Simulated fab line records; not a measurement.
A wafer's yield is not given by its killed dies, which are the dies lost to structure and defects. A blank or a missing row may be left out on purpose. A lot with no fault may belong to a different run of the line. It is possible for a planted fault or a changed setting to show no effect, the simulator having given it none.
Which tool did it? | flow n5-finfet | 10 lots with 28 wafers sampled at 4 steps, on a route of 1938 steps

## WHAT THE GAUGES READ, wafer by wafer
N5_BEOL_M7_CD_MEAS_11: the cd target is 38.5 nm.
lot  | measured     | on        | cd-nm (nm)
L659 | day 13 07:37 | cd-sem-03 | 39.3 38.7 39.0
L657 | day 13 10:13 | cd-sem-01 | 39.6 38.8 38.7
L661 | day 13 16:53 | cd-sem-03 | 39.3 38.1 38.9
L663 | day 14 18:40 | cd-sem-01 | 45.7 45.8 45.8
L666 | day 14 21:32 | cd-sem-03 | 44.2 44.6 45.0
L672 | day 16 07:53 | cd-sem-01 | 38.1 38.0 37.9
L674 | day 16 11:26 | cd-sem-02 | 38.2 37.6
L671 | day 16 18:04 | cd-sem-02 | 37.8 38.4
L675 | day 16 22:28 | cd-sem-02 | 39.2 39.6 40.1
L680 | day 18 17:08 | cd-sem-03 | 39.5 38.6 38.8

## EACH LOT AND THE TOOL THAT RAN IT (in order: tool; ch and the chambers of the sampled wafers; start)
lot  | N5_BEOL_M7_CURE_74            | N5_BEOL_M7_HM_DEP_02         | N5_BEOL_M7_EXPOSE_08
L659 | uv-cure-03 ch 2, day 13 05:49 | pvd-sputter-02, day 13 07:05 | arfi-scanner-02 ch 0, day 13 07:30
L657 | uv-cure-01 ch 2, day 13 07:01 | pvd-sputter-01, day 13 09:42 | arfi-scanner-03 ch 0, day 13 10:05
L661 | uv-cure-02 ch 2, day 13 14:57 | pvd-sputter-02, day 13 16:21 | arfi-scanner-02 ch 0, day 13 16:46
L663 | uv-cure-02 ch 2, day 14 17:31 | pvd-sputter-02, day 14 18:18 | arfi-scanner-02 ch 0, day 14 18:33
L666 | uv-cure-02 ch 0, day 14 19:38 | pvd-sputter-03, day 14 21:10 | arfi-scanner-02 ch 0, day 14 21:25
L672 | uv-cure-01 ch 2, day 16 06:26 | pvd-sputter-01, day 16 07:23 | arfi-scanner-01 ch 0, day 16 07:46
L674 | uv-cure-02 ch 1, day 16 09:56 | pvd-sputter-03, day 16 11:03 | arfi-scanner-01 ch 0, day 16 11:19
L671 | uv-cure-03 ch 2, day 16 15:32 | pvd-sputter-02, day 16 17:44 | arfi-scanner-01 ch 0, day 16 17:58
L675 | uv-cure-03 ch 0, day 16 20:49 | pvd-sputter-03, day 16 21:57 | arfi-scanner-01 ch 0, day 16 22:20
L680 | uv-cure-01 ch 2, day 18 15:02 | pvd-sputter-01, day 18 16:38 | arfi-scanner-01 ch 0, day 18 17:01
- N5_BEOL_M7_CURE_74: cures SiCOH lowk, time 240 s.
- N5_BEOL_M7_HM_DEP_02: deposits TiN, target thk 20 nm.
- N5_BEOL_M7_EXPOSE_08: exposes mask M7.

## THE ANSWER, worked out from the rows above alone
Rule: usual is defined by the lots themselves. Put in order of their means at a reading, lots are off if they are a third of the lots or fewer, leave a main group of 4 or more, and stand apart from it by a gap of 3 or more times the standard deviation of the main group's means; of several such gaps the widest counts. The tables above print the reading to a certain number of digits; a main group whose means all agree to those digits is not used. Also off: a lot with no number at a reading for which 4 or more lots have one. Where the step has rows for the other lots, those lots are counted as sound.
Off: L663, L666 (N5_BEOL_M7_CD_MEAS_11, cd-nm). Main group: mean 38.7 nm, sd 0.57.
If a tool, at a process step before that reading, ran all the lots that are off and no sound lot after the first of them, it fits. The gauges at N5_BEOL_M7_CD_MEAS_11 are tried like those tools. One fits: arfi-scanner-02 at N5_BEOL_M7_EXPOSE_08. A fault onset in the window from L661 (day 13 16:46, its last sound lot) to L663 (day 14 18:33, its first lot off) fits.

## WHAT WAS PUT IN BY THE SIMULATOR
Process parameter drift: arfi-scanner-02, from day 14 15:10 on, at N5_BEOL_M7_EXPOSE_08. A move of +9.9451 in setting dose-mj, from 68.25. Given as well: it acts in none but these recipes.
Lots struck among those shown: L663, L666. The rule above reached the same finding.
